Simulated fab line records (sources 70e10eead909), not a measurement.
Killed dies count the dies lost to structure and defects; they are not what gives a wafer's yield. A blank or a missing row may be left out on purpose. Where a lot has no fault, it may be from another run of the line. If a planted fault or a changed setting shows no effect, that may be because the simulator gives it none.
fab line records -- flow nand-harc
[record] lots = 15, wafers = 42, last-day = 24
route steps=1159 shown P_BONDPAD@381 A_ONON_D1@438 A_CHANNEL_HOLE_D1@465
lots untouched by any fault: they come from a run of this same line in which no faults occurred
start-h: hours from the record's first day to the start of the lot's first wafer shown -- wait-h: time in hours since the lot's previous step -- " the same as in the row above -- L1.1+2: several wafers, shown together as one row -- - no value, or no start given -- * or withheld: withheld -- < > ~ a bound
route shown NAME@n: a module of which the file shows steps, and the number in the route of the first -- usual: average and standard deviation across the fault-free wafers -- same: alike in all rows -- chamber/n: place in a boat -- sites: each site's reading -- _std_site: standard deviation of those values -- _edge_site: the outer-site mean with the inner-site mean subtracted -- radius-mm: for every site, how far away it sits from the centre of the wafer -- mask NAME#n: copy n -- behind: the most recent tool/chamber to have shaped the wafer -- hold: why the lot was held/for how many hours/how that ended -- device: transistor that didn't switch, given as n, p or np -- end of line: tests of these same wafers at the route's end -- where a step has no rows: the recipe by itself -- killed: dies lost to structure and defects at the first sort, not the wafer's yield -- map: a wafer's dies, x killed, . not, _ none there
set.NAME: setting as actually run; set.NAME@STEP: the setting as run at that earlier step -- model.NAME: the simulator's own value behind a step, which no gauge read
the route's steps for a sample of lots (tables are steps, rows are wafers)
services: the hour from which a tool's chamber was out of use, counted from the record's first day as start-h (under 0 if before that day), plus the number of hours and why
[[steps]]
[step NHARC_P_BONDPAD_THK_MEAS_20]
[recipe] thk-meas-gauge = xrf
[usual] thk-nm = 160.9/1.3
lot.wafer,tool,chamber,start-h,wait-h,thk-nm
L197.2,film-metro-01,-,141.90,-,162.3
L197.3,film-metro-01,-,141.90,-,159.3
L197.4,film-metro-01,-,141.90,-,157.2
L196.1,film-metro-02,-,142.35,-,159.4
L196.2,film-metro-02,-,142.35,-,163.3
L196.3,film-metro-02,-,142.35,-,162.4
L198.4,film-metro-01,-,152.22,-,159.1
L198.5,film-metro-01,-,152.22,-,160.2
L199.4,film-metro-01,-,159.46,-,163.0
L199.5,film-metro-01,-,159.46,-,161.7
L199.6,film-metro-01,-,159.46,-,161.7
L200.2,film-metro-01,-,160.07,-,161.1
L200.3,film-metro-01,-,160.07,-,161.5
L204.3,film-metro-02,-,186.12,-,161.6
L204.4,film-metro-02,-,186.12,-,163.2
L208.3,film-metro-02,-,214.85,-,160.3
L208.4,film-metro-02,-,214.85,-,159.7
L208.5,film-metro-02,-,214.85,-,159.5
L209.2,film-metro-01,-,215.69,-,162.4
L209.4,film-metro-01,-,215.69,-,160.5
L209.6,film-metro-01,-,215.69,-,161.1
L211.1,film-metro-02,-,227.13,-,160.3
L211.2,film-metro-02,-,227.13,-,162.8
L211.6,film-metro-02,-,227.13,-,162.2
L210.1,film-metro-01,-,228.84,-,162.4
L210.2,film-metro-01,-,228.84,-,160.3
L210.4,film-metro-01,-,228.84,-,161.0
L213.2,film-metro-02,-,236.85,-,159.6
L213.3,film-metro-02,-,236.85,-,160.4
L213.4,film-metro-02,-,236.85,-,159.5
L215.1,film-metro-02,-,254.16,-,161.9
L215.2,film-metro-02,-,254.16,-,159.5
L215.6,film-metro-02,-,254.16,-,159.2
L216.1,film-metro-01,-,258.32,-,160.2
L216.2,film-metro-01,-,258.32,-,161.6
L216.3,film-metro-01,-,258.32,-,160.1
L218.3,film-metro-02,-,259.18,-,160.8
L218.4,film-metro-02,-,259.18,-,161.4
L218.6,film-metro-02,-,259.18,-,160.9
L217.2,film-metro-02,-,259.76,-,160.7
L217.5,film-metro-02,-,259.76,-,162.1
L217.6,film-metro-02,-,259.76,-,159.4
[step NHARC_A_ONON_D1_DEP_19]
[recipe] target-thk-a = 10000, n2-flow-sccm = 2750, n2o-flow-sccm = 2000, nh3-flow-sccm = 500, sih4-flow-sccm = 210, temp-c = 400
[usual] n2-flow-sccm = 2750/7.5, n2o-flow-sccm = 1999/5.9
lot.wafer,tool,chamber,start-h,wait-h,n2-flow-sccm,n2o-flow-sccm
L196.1,pecvd-onon-02,0,177.06,0.1,2742,1998
L196.2,pecvd-onon-02,0,177.06,0.1,2749,1999
L196.3,pecvd-onon-02,0,177.06,0.1,2752,1993
L197.2,pecvd-onon-01,0,177.13,0.1,2766,1998
L197.3,pecvd-onon-01,0,177.13,0.1,2754,1993
L197.4,pecvd-onon-01,0,177.13,0.1,2754,1994
L198.4,pecvd-onon-01,0,187.51,0.2,2751,2015
L198.5,pecvd-onon-01,0,187.51,0.2,2742,2000
L200.2,pecvd-onon-01,0,193.10,0.1,2753,2006
L200.3,pecvd-onon-01,0,193.10,0.1,2747,1997
L199.4,pecvd-onon-02,0,193.22,0.2,2741,1998
L199.5,pecvd-onon-02,0,193.22,0.2,2750,1997
L199.6,pecvd-onon-02,0,193.22,0.2,2757,2001
L204.3,pecvd-onon-01,0,223.29,0.2,2766,1997
L204.4,pecvd-onon-01,0,223.29,0.2,2753,2001
L208.3,pecvd-onon-02,0,246.18,0.2,2754,2001
L208.4,pecvd-onon-02,0,246.18,0.2,2753,2003
L208.5,pecvd-onon-02,0,246.18,0.2,2768,1999
L209.2,pecvd-onon-02,0,253.95,0.1,2754,1999
L209.4,pecvd-onon-02,0,253.95,0.1,2751,1998
L209.6,pecvd-onon-02,0,253.95,0.1,2744,1998
L211.1,pecvd-onon-02,0,260.68,0.1,2750,1997
L211.2,pecvd-onon-02,0,260.68,0.1,2741,1997
L211.6,pecvd-onon-02,0,260.68,0.1,2742,1990
L210.1,pecvd-onon-03,0,260.69,0.1,2757,2005
L210.2,pecvd-onon-03,0,260.69,0.1,2757,2000
L210.4,pecvd-onon-03,0,260.69,0.1,2754,2006
L213.2,pecvd-onon-02,0,272.12,0.1,2745,2003
L213.3,pecvd-onon-02,0,272.12,0.1,2744,1992
L213.4,pecvd-onon-02,0,272.12,0.1,2751,2001
L215.1,pecvd-onon-03,0,288.26,0.1,2749,1997
L215.2,pecvd-onon-03,0,288.26,0.1,2741,2001
L215.6,pecvd-onon-03,0,288.26,0.1,2741,1993
L216.1,pecvd-onon-01,0,292.35,0.1,2756,2011
L216.2,pecvd-onon-01,0,292.35,0.1,2752,1993
L216.3,pecvd-onon-01,0,292.35,0.1,2742,2003
L218.3,pecvd-onon-03,0,292.47,0.2,2737,2004
L218.4,pecvd-onon-03,0,292.47,0.2,2747,2008
L218.6,pecvd-onon-03,0,292.47,0.2,2739,2000
L217.2,pecvd-onon-01,0,292.76,0.4,2753,1997
L217.5,pecvd-onon-01,0,292.76,0.4,2744,1990
L217.6,pecvd-onon-01,0,292.76,0.4,2757,1999
[step NHARC_A_ONON_D1_THK_MEAS_21]
[recipe] thk-meas-gauge = ellipsometry
[usual] thk-nm = 1002/9.1
lot.wafer,tool,chamber,start-h,wait-h,thk-nm
L196.1,film-metro-01,-,177.57,-,1004
L196.2,film-metro-01,-,177.57,-,1004
L196.3,film-metro-01,-,177.57,-,1003
L197.2,film-metro-02,-,177.58,-,1005
L197.3,film-metro-02,-,177.58,-,1005
L197.4,film-metro-02,-,177.58,-,1005
L198.4,film-metro-02,-,187.85,-,887
L198.5,film-metro-02,-,187.85,-,997
L200.2,film-metro-01,-,193.55,-,1000
L200.3,film-metro-01,-,193.55,-,891
L199.4,film-metro-02,-,193.56,-,1001
L199.5,film-metro-02,-,193.56,-,1000
L199.6,film-metro-02,-,193.56,-,1000
L204.3,film-metro-01,-,223.68,-,904
L204.4,film-metro-01,-,223.68,-,902
L208.3,film-metro-01,-,246.57,-,1003
L208.4,film-metro-01,-,246.57,-,1000
L208.5,film-metro-01,-,246.57,-,1000
L209.2,film-metro-02,-,254.41,-,987
L209.4,film-metro-02,-,254.41,-,989
L209.6,film-metro-02,-,254.41,-,987
L211.1,film-metro-01,-,261.19,-,1010
L211.2,film-metro-01,-,261.19,-,1013
L211.6,film-metro-01,-,261.19,-,1011
L210.1,film-metro-02,-,261.20,-,982
L210.2,film-metro-02,-,261.20,-,982
L210.4,film-metro-02,-,261.20,-,983
L213.2,film-metro-02,-,272.56,-,999
L213.3,film-metro-02,-,272.56,-,1001
L213.4,film-metro-02,-,272.56,-,1000
L215.1,film-metro-02,-,288.77,-,1009
L215.2,film-metro-02,-,288.77,-,1007
L215.6,film-metro-02,-,288.77,-,1008
L216.1,film-metro-02,-,292.86,-,1009
L216.2,film-metro-02,-,292.86,-,1011
L216.3,film-metro-02,-,292.86,-,1009
L218.3,film-metro-01,-,292.87,-,1008
L218.4,film-metro-01,-,292.87,-,1010
L218.6,film-metro-01,-,292.87,-,1009
L217.2,film-metro-02,-,293.21,-,1006
L217.5,film-metro-02,-,293.21,-,1004
L217.6,film-metro-02,-,293.21,-,1005
[step NHARC_A_ONON_D1_THK_MEAS_34]
[recipe] thk-meas-gauge = ellipsometry
[usual] thk-nm = 198.9/2.9
lot.wafer,tool,chamber,start-h,wait-h,thk-nm
L197.2,film-metro-02,-,179.75,-,194.1
L197.3,film-metro-02,-,179.75,-,195.0
L197.4,film-metro-02,-,179.75,-,196.9
L196.1,film-metro-01,-,180.02,-,193.4
L196.2,film-metro-01,-,180.02,-,191.8
L196.3,film-metro-01,-,180.02,-,195.1
L198.4,film-metro-01,-,190.04,-,201.0
L198.5,film-metro-01,-,190.04,-,198.8
L199.4,film-metro-02,-,195.73,-,200.2
L199.5,film-metro-02,-,195.73,-,203.6
L199.6,film-metro-02,-,195.73,-,202.1
L200.2,film-metro-02,-,195.97,-,197.1
L200.3,film-metro-02,-,195.97,-,198.9
L204.3,film-metro-02,-,225.85,-,197.8
L204.4,film-metro-02,-,225.85,-,202.5
L208.3,film-metro-01,-,248.76,-,192.6
L208.4,film-metro-01,-,248.76,-,196.2
L208.5,film-metro-01,-,248.76,-,200.6
L209.2,film-metro-02,-,256.57,-,199.0
L209.4,film-metro-02,-,256.57,-,199.5
L209.6,film-metro-02,-,256.57,-,199.7
L211.1,film-metro-02,-,263.44,-,199.8
L211.2,film-metro-02,-,263.44,-,194.9
L211.6,film-metro-02,-,263.44,-,201.2
L210.1,film-metro-01,-,263.50,-,194.6
L210.2,film-metro-01,-,263.50,-,196.0
L210.4,film-metro-01,-,263.50,-,199.1
L213.2,film-metro-01,-,274.73,-,200.3
L213.3,film-metro-01,-,274.73,-,194.7
L213.4,film-metro-01,-,274.73,-,202.0
L215.1,film-metro-02,-,290.95,-,197.2
L215.2,film-metro-02,-,290.95,-,192.9
L215.6,film-metro-02,-,290.95,-,198.8
L216.1,film-metro-02,-,295.03,-,197.0
L216.2,film-metro-02,-,295.03,-,200.8
L216.3,film-metro-02,-,295.03,-,195.6
L218.3,film-metro-01,-,295.18,-,196.1
L218.4,film-metro-01,-,295.18,-,200.5
L218.6,film-metro-01,-,295.18,-,198.5
L217.2,film-metro-01,-,295.39,-,196.8
L217.5,film-metro-01,-,295.39,-,201.3
L217.6,film-metro-01,-,295.39,-,197.3
[step NHARC_A_CHANNEL_HOLE_D1_DESCUM_15]
[recipe] time-s = 3, o2-flow-sccm = 200, ar-flow-sccm = 0, bias-power-w = 0, chemistry = O2
[usual] drypump-motor-current-A = 5.4/0.34, oes-product-au = 1.000/0.0081, rf-vpp-V = 58.1/0.83, showerhead-plenum-p-Torr = 1.98/0.056, throttle-valve-pct = 11.311/0.0085
lot.wafer,tool,chamber,start-h,wait-h,drypump-motor-current-A,oes-product-au,rf-hours-counter-h,rf-vpp-V,showerhead-plenum-p-Torr,throttle-valve-pct
L197.4,rie-diel-12,1,183.45,0.1,5.4,1.012,9,58.6,1.97,11.298
L197.2,rie-diel-12,2,183.45,0.1,5.8,1.007,11,59.0,2.02,11.312
L197.3,rie-diel-12,0,183.45,0.1,5.7,1.006,12,58.8,2.06,11.313
L196.2,rie-diel-07,2,184.62,0.1,5.5,0.992,8,57.8,1.93,11.312
L196.1,rie-diel-07,3,184.62,0.1,6.2,0.991,8,59.0,2.01,11.306
L196.3,rie-diel-07,0,184.62,0.1,5.7,1.003,7,58.1,2.01,11.311
L198.4,rie-diel-03,0,194.48,0.1,5.3,1.002,10,58.3,1.87,11.324
L198.5,rie-diel-03,0,194.48,0.1,5.3,0.986,-,57.7,1.87,11.307
L199.4,rie-diel-03,0,198.99,0.1,5.3,0.989,11,58.4,1.87,11.301
L199.5,rie-diel-03,0,198.99,0.1,5.3,0.983,-,57.7,1.87,11.320
L199.6,rie-diel-03,1,198.99,0.1,5.6,1.005,-,57.8,1.97,11.322
L200.3,rie-diel-12,2,199.18,0.1,5.8,0.987,12,58.3,2.02,11.304
L200.2,rie-diel-12,0,199.18,0.1,5.7,1.003,13,57.3,2.06,11.306
L204.3,rie-diel-12,2,230.68,0.1,5.8,0.998,2,58.2,2.02,11.308
L204.4,rie-diel-12,0,230.68,0.1,5.7,1.011,2,59.5,2.06,11.335
L208.4,rie-diel-12,0,252.00,0.1,5.6,1.000,4,59.4,2.06,11.314
L208.3,rie-diel-12,1,252.00,0.1,5.4,0.997,4,58.7,1.97,11.307
L208.5,rie-diel-12,3,252.00,0.1,4.9,1.004,-,57.6,1.97,11.320
L209.4,rie-diel-03,2,259.56,0.1,5.5,0.991,2,59.9,2.00,11.303
L209.2,rie-diel-03,3,259.56,0.1,4.9,0.992,2,58.7,2.01,11.314
L209.6,rie-diel-03,3,259.56,0.1,4.9,0.996,-,57.8,2.01,11.321
L211.2,rie-diel-12,0,266.39,0.1,5.7,1.006,6,56.9,2.06,11.311
L211.1,rie-diel-12,1,266.39,0.1,5.4,1.008,5,58.1,1.96,11.315
L211.6,rie-diel-12,3,266.39,0.1,4.9,1.017,-,58.2,1.97,11.323
L210.2,rie-diel-03,2,266.54,0.1,5.5,1.004,2,57.9,2.00,11.297
L210.1,rie-diel-03,3,266.54,0.1,5.0,1.001,3,57.1,2.01,11.299
L210.4,rie-diel-03,0,266.54,0.1,5.3,1.000,2,56.1,1.87,11.308
L213.2,rie-diel-12,0,277.68,0.1,5.7,1.001,7,57.8,2.06,11.307
L213.3,rie-diel-12,2,277.68,0.1,5.8,0.991,6,57.9,2.02,11.317
L213.4,rie-diel-12,3,277.68,0.1,4.9,1.007,7,57.6,1.97,11.312
L215.2,rie-diel-07,3,293.95,0.1,6.2,0.996,3,58.4,2.01,11.309
L215.1,rie-diel-07,1,293.95,0.1,5.9,1.000,3,57.2,1.84,11.301
L215.6,rie-diel-07,2,293.95,0.1,5.5,1.003,-,56.6,1.93,11.306
L216.1,rie-diel-12,0,298.18,0.1,5.7,0.996,8,56.9,2.06,11.308
L216.3,rie-diel-12,1,298.18,0.1,5.4,1.016,8,59.4,1.96,11.311
L216.2,rie-diel-12,3,298.18,0.1,4.9,1.017,8,58.9,1.97,11.307
L218.3,rie-diel-03,3,298.36,0.1,4.9,0.990,5,58.6,2.01,11.322
L218.4,rie-diel-03,0,298.36,0.1,5.3,1.004,4,57.3,1.87,11.312
L218.6,rie-diel-03,3,298.36,0.1,5.0,0.998,-,58.5,2.01,11.325
L217.2,rie-diel-03,3,300.20,0.1,4.9,0.997,5,57.6,2.01,11.307
L217.5,rie-diel-03,2,300.20,0.1,5.4,0.994,-,57.3,2.00,11.322
L217.6,rie-diel-03,3,300.20,0.1,4.9,0.993,-,59.4,2.01,11.312
[[services]]
tool,chamber,start-h,hours,kind
pecvd-onon-03,-,153.28,13.0,pm
rie-diel-12,0,156.90,-,clean
rie-diel-12,1,156.90,-,clean
rie-diel-12,2,156.90,-,clean
rie-diel-12,3,156.90,-,clean
rie-diel-03,2,158.31,7.9,repair
rie-diel-12,0,181.40,-,clean
rie-diel-12,1,181.40,-,clean
rie-diel-12,2,181.40,-,clean
rie-diel-12,3,181.40,-,clean
rie-diel-12,1,185.21,3.9,repair
pecvd-onon-01,-,195.00,13.0,pm
rie-diel-12,-,202.41,9.0,pm
rie-diel-12,0,202.41,9.0,vent-cycle
rie-diel-12,1,202.41,9.0,vent-cycle
rie-diel-12,2,202.41,9.0,vent-cycle
rie-diel-12,3,202.41,9.0,vent-cycle
rie-diel-07,1,207.07,8.9,repair
rie-diel-12,0,211.41,-,clean
rie-diel-12,1,211.41,-,clean
rie-diel-03,-,215.30,9.0,pm
rie-diel-07,-,228.26,9.0,pm
rie-diel-03,0,285.91,1.9,repair
pecvd-onon-02,-,292.14,13.0,pm
[[key]]
[first-sign] step = NHARC_A_ONON_D1_THK_MEAS_21, reading = thk-nm, direction = down, sigmas = 12, usual = 1002, struck = 896
effect none on later readings
met-at NHARC_A_ONON_D1_DEP_19
struck-lots L198,L200,L204
struck-wafers L198.4,L200.3,L204.3,L204.4
sort-left-out L198.4,L200.3,L204.3,L204.4
tester-left-out L198,L200,L204
not-acting-at NHARC_P_BONDPAD_THK_MEAS_20,NHARC_A_ONON_D1_THK_MEAS_34,NHARC_A_CHANNEL_HOLE_D1_DESCUM_15
onset-between 177.13 187.51
[fault] kind = process-parameter-drift, tool = pecvd-onon-01, chamber = -, onset-h = 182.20, steps = NHARC_A_ONON_D1_DEP_19, channel = target-thk-a, offset = *, shape = step, end-h = 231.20, scope = struck-wafers-only, acts-in = *, stated = *
// tester-left-out: of these lots the tester's yield and bins aren't shown, on N5 and GAA mostly nor the transistor test; their killed dies are dies lost to structure and defects alone, not to doping, threshold or leakage, so they don't give the yield
// sort-left-out: the simulated sort isn't trusted on such a fault, so these wafers' sort isn't shown, and their yield isn't known
